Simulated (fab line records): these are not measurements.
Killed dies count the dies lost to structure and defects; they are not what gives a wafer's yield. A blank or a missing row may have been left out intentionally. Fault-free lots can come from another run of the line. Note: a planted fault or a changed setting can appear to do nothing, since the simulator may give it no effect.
Chamber matching    flow nand-harc    rie-diel-08 running NHARC_A_BLC_STRIP_29: 4 sister chambers
The step strips in CF4. 14 wafers are shown with their chamber, then 7 later ones without.

== WAFERS PAIRED WITH THEIR CHAMBERS ==
wafer   chamber  showerhead-plenum-p-Torr (Torr)  drypump-motor-current-A (A)  rf-vpp-V (V)
L074.2  2        1.76                             6.5                          59.6
L074.5  3        1.65                             5.9                          57.6
L074.6  2        1.76                             6.5                          60.8
L077.1  1        1.87                             4.9                          60.0
L077.4  3        1.65                             6.0                          58.0
L077.5  1        1.87                             4.9                          60.5
L075.1  3        1.65                             6.0                          57.0
L075.2  0        1.85                             5.8                          60.0
L075.5  2        1.76                             6.5                          59.2
L081.1  1        1.87                             4.9                          58.7
L081.2  2        1.75                             6.5                          60.2
L081.4  0        1.84                             5.7                          60.5
L086.4  0        1.84                             5.7                          61.8
L086.5  1        1.87                             4.9                          61.4

SIGNATURES, as means of the wafers listed above
reading                   chamber 0  chamber 1  chamber 2  chamber 3  scatter within a chamber
showerhead-plenum-p-Torr  1.8433     1.8700     1.7575     1.6500     0.00376
drypump-motor-current-A   5.733      4.900      6.500      5.967      0.0365
rf-vpp-V                  60.767     60.150     59.950     57.533     0.867
Rule: for a wafer and a chamber, the distance is found by dividing, reading by reading, the gap between the wafer's reading and the chamber's mean by the reading's scatter, squaring, summing and taking the root. If the next closest chamber is less than 2 further off than the closest, the wafer can't be placed; otherwise it belongs to the closest. The scatter: the root of (the sum of the squares of (reading less its chamber's mean) over the shown wafers, divided by (wafers less chambers)).

== WAFERS WITHOUT THEIR CHAMBER ==
wafer   showerhead-plenum-p-Torr (Torr)  drypump-motor-current-A (A)  rf-vpp-V (V)
L086.6  1.84                             5.7                          59.4
L089.3  1.75                             6.5                          59.5
L089.5  1.75                             6.5                          59.6
L089.6  1.86                             4.9                          60.5
L096.2  1.86                             4.9                          59.5
L096.3  1.84                             5.7                          60.8
L096.5  1.84                             5.7                          58.8

== WHICH CHAMBER EACH ONE RAN IN ==
wafer   from the rows above  in truth
L086.6  0                    0
L089.3  2                    2
L089.5  2                    2
L089.6  1                    1
L096.2  1                    1
L096.3  0                    0
L096.5  0                    0
7 of 7 placed correctly. From these rows, 0 cannot be placed. 0 placed wrongly.
